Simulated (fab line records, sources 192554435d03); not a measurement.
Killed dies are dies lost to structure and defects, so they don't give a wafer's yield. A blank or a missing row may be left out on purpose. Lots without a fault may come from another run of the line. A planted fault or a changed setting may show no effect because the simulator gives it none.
Chamber matching | flow n5_finfet | N5_BEOL_M2_ETCHBACK_99 on rie_diel-06: 4 sister chambers
The step etches SiO2 in CHF3, target depth 5 nm, time 10.4 s. 4 wafers are shown with their chamber, then 7 later ones without.

WAFERS WITH THEIR CHAMBER
wafer  | chamber | showerhead_plenum_p_Torr (Torr)
L084.1 | 1       | 2.14
L084.4 | 0       | 2.08
L089.1 | 3       | 2.31
L089.2 | 2       | 2.12

WAFERS WITHOUT THEIR CHAMBER
wafer  | showerhead_plenum_p_Torr (Torr)
L089.6 | 2.14
L093.3 | 2.07
L093.4 | 2.12
L093.6 | 2.14
L097.1 | 2.13
L097.2 | 2.07
L097.5 | 2.12

WHICH CHAMBER EACH WENT THROUGH
wafer  | from the rows above     | in truth
L089.6 | 1                       | 1
L093.3 | 0                       | 0
L093.4 | 2                       | 2
L093.6 | 1                       | 1
L097.1 | can't be placed: 2 or 1 | 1
L097.2 | 0                       | 0
L097.5 | 2                       | 2
Placed correctly: 6 of 7. Can't be placed from these rows: 1 (the true chamber is among the candidates in 1). Placed wrongly: 0.
How it was worked out, from the rows above alone: a wafer's distance from a chamber is the root of the sum, over the readings, of the square of ((its reading less the chamber's mean) divided by the reading's scatter). The wafer belongs to the nearest chamber; if the next one is less than 2 further off, it can't be placed. A chamber's mean is the mean of its shown wafers. The scatter: with one shown wafer a chamber, the root of the mean of the squares of how far each hidden wafer lies from its nearest shown one.
